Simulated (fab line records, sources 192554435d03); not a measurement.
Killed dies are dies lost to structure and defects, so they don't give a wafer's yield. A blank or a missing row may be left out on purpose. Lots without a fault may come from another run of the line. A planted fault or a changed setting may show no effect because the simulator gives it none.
Chamber matching | flow n5_finfet | N5_BEOL_M2_ALD_98 on ald_sin-04: 4 sister chambers
The step deposits SiO2, target thk 2.5 nm, pulse time 1 s, co reactant pulse time 1 s. 14 wafers are shown with their chamber, then 6 later ones without.

WAFERS WITH THEIR CHAMBER
wafer  | chamber | heater_power_w (W) | precursor_pulse_height_rel
L292.2 | 0       | 70                 | 0.962
L292.3 | 3       | 97                 | 1.004
L292.6 | 3       | 95                 | 0.962
L294.3 | 2       | 83                 | 0.975
L294.4 | 1       | 95                 | 0.995
L294.6 | 0       | 69                 | 0.998
L302.2 | 1       | 91                 | 1.019
L302.5 | 2       | 88                 | 0.996
L302.6 | 3       | 94                 | 1.011
L304.3 | 1       | 91                 | 0.976
L304.4 | 2       | 89                 | 0.993
L304.6 | 1       | 93                 | 0.993
L307.2 | 1       | 94                 | 0.991
L307.4 | 3       | 96                 | 0.979

SIGNATURES (means of the wafers above)
reading                    | chamber 0 | chamber 1 | chamber 2 | chamber 3 | scatter within a chamber
heater_power_w             | 69.50     | 92.80     | 86.67     | 95.50     | 1.97
precursor_pulse_height_rel | 0.98000   | 0.99480   | 0.98800   | 0.98900   | 0.0184
Rule: a wafer's distance from a chamber is the root of the sum, over the readings, of the square of ((its reading less the chamber's mean) divided by the reading's scatter). The wafer belongs to the nearest chamber; if the next one is less than 2 further off, it can't be placed. The scatter: the root of (the sum of the squares of (reading less its chamber's mean) over the shown wafers, divided by (wafers less chambers)).

WAFERS WITHOUT THEIR CHAMBER
wafer  | heater_power_w (W) | precursor_pulse_height_rel
L307.6 | 86                 | 0.972
L310.1 | 97                 | 0.999
L310.3 | 89                 | 1.022
L311.1 | 97                 | 1.032
L311.2 | 87                 | 1.017
L311.3 | 89                 | 0.965

WHICH CHAMBER EACH WENT THROUGH
wafer  | from the rows above          | in truth
L307.6 | 2                            | 2
L310.1 | can't be placed: 3 or 1      | 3
L310.3 | can't be placed: 2 or 1 or 3 | 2
L311.1 | can't be placed: 3 or 1      | 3
L311.2 | can't be placed: 2 or 1      | 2
L311.3 | can't be placed: 2 or 1 or 3 | 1
Placed correctly: 1 of 6. Can't be placed from these rows: 5 (the true chamber is among the candidates in 5). Placed wrongly: 0.
